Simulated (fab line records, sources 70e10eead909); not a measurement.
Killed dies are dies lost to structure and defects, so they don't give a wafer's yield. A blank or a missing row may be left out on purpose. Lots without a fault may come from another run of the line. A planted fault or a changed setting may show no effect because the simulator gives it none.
A struck lot beside a sound one | flow nand_harc | 16 steps out of a route of 1159
Sound: wafers L946.3, L946.4, L946.6. Struck: wafer L954.5. (L954.2, L954.3 of the same lot were not struck and are left out.) The cause comes at the end.
At each step with rows: each side's tool, then ch and its chambers, then its first start. Under that, the readings that differ: sound wafers | struck wafers | difference of the means | sigmas: that difference in standard deviations of wafers without a fault.
alike: readings whose means differ by less than 2 such deviations, and words and numbers that are the same on both sides. not compared: withheld readings, readings that some wafer has no value for, bounds like >300 that may hide the same value, and numbers for which the record gives no deviation and whose values overlap.
The two part at a step that has a row with sigmas, a row that says differs or no value, or rows on one side only. Numbers that don't overlap but have no deviation are shown without sigmas and don't part them. A reading that every wafer of one side lacks parts them only if that side has two wafers or more.

NHARC_A_M0_DESCUM_14: chemistry O2, time 3 s.
  sound on rie_diel-11 ch 1,3, day 18 07:53; struck on rie_diel-11 ch 0, day 20 08:38
  alike: drypump_motor_current_A, oes_product_au, rf_vpp_V, showerhead_plenum_p_Torr, throttle_valve_pct
  not compared: rf_hours_counter_h
NHARC_A_M0_ETCH_34: etches the open film in N2/H2, target depth 40 nm, overetch 12 nm, time 43.94 s.
  sound on rie_diel-11 ch 0,1, day 18 07:58; struck on rie_diel-11 ch 1, day 20 08:44
  alike: drypump_motor_current_A, oes_product_au, rf_fwd_power_W, rf_vpp_V, showerhead_plenum_p_Torr, throttle_valve_pct
  not compared: rf_hours_counter_h
then, 1 step without rows for these wafers: NHARC_A_M0_ETCH_15 (etches the open film in C4F8/Ar, target depth 150 nm, overetch 15 nm, time 82.5 s).
NHARC_A_M0_CD_MEAS_16:
  sound on cd_sem-02, day 18 08:11; struck on cd_sem-01, day 20 08:56
  alike: cd_nm
then, 2 steps without rows for these wafers: NHARC_A_M0_STRIP_18 (strips in N2/H2); NHARC_A_M0_STRIP_19 (strips in post etch residue remover, time 600 s).
NHARC_A_M0_DEGAS_28: time 60 s.
  sound on pvd_sputter-01, day 18 08:49; struck on pvd_sputter-01, day 20 09:34
  alike: heater_power_w, susceptor_temp_C
then, 2 steps without rows for these wafers: NHARC_A_M0_PRE_CLEAN_29 (time 30 s); NHARC_A_M0_PVD_20 (deposits TaN, target thk 5 nm, time 8.06 s).
NHARC_A_M0_PVD_21: deposits Cu, target thk 30 nm, time 20.49 s.
  sound on pvd_sputter-01; struck on pvd_sputter-01
  alike: throttle_valve_pct
then, 1 step without rows for these wafers: NHARC_A_M0_ECD_22 (material Cu, target thk 400 nm).
NHARC_A_M0_ANNEAL_30: time 90 s.
  sound on rtp_anneal-01 ch 0, day 18 09:45; struck on rtp_anneal-02 ch 0, day 20 10:23
  reading           | sound             | struck | difference | sigmas
  anneal_temp_c_max | 226.5 227.1 226.4 | 225.5  | -1.2       | -2
  alike: wafer_temp_C_max
NHARC_A_M0_CMP_23: polishes, t overpolish 20 s, target thk 113.75 nm.
  sound on cmp-01 ch 1,2, day 18 09:59; struck on cmp-01 ch 1, day 20 10:44
  reading                | sound          | struck | difference | sigmas
  time_to_endpoint_s (s) | 27.9 32.1 29.5 | 12.1   | -17.7      | -6
  alike: motor_current_A
NHARC_A_M0_THK_MEAS_24: measures by xrf.
  sound on film_metro-01, day 18 10:19; struck on film_metro-01, day 20 11:00
  reading     | sound             | struck | difference | sigmas
  thk_nm (nm) | 115.5 116.6 112.8 | 104.3  | -10.7      | -7
then, 1 step without rows for these wafers: NHARC_A_M0_SRD_25.
-- the record jumps here: 2 days lie between the struck wafers' starts before and after (it left off in module A_M0 and takes up again in module END, whose first step shown is number 1159 of the route) --
NHARC_END_SORT_01:
  the record has rows for the struck wafers here (prober-01 ch 0, day 22 16:58) and none for the sound ones

WHERE THEY PART
First at NHARC_A_M0_ANNEAL_30; last, within this record, at NHARC_END_SORT_01.

WHY: what the simulator had put in
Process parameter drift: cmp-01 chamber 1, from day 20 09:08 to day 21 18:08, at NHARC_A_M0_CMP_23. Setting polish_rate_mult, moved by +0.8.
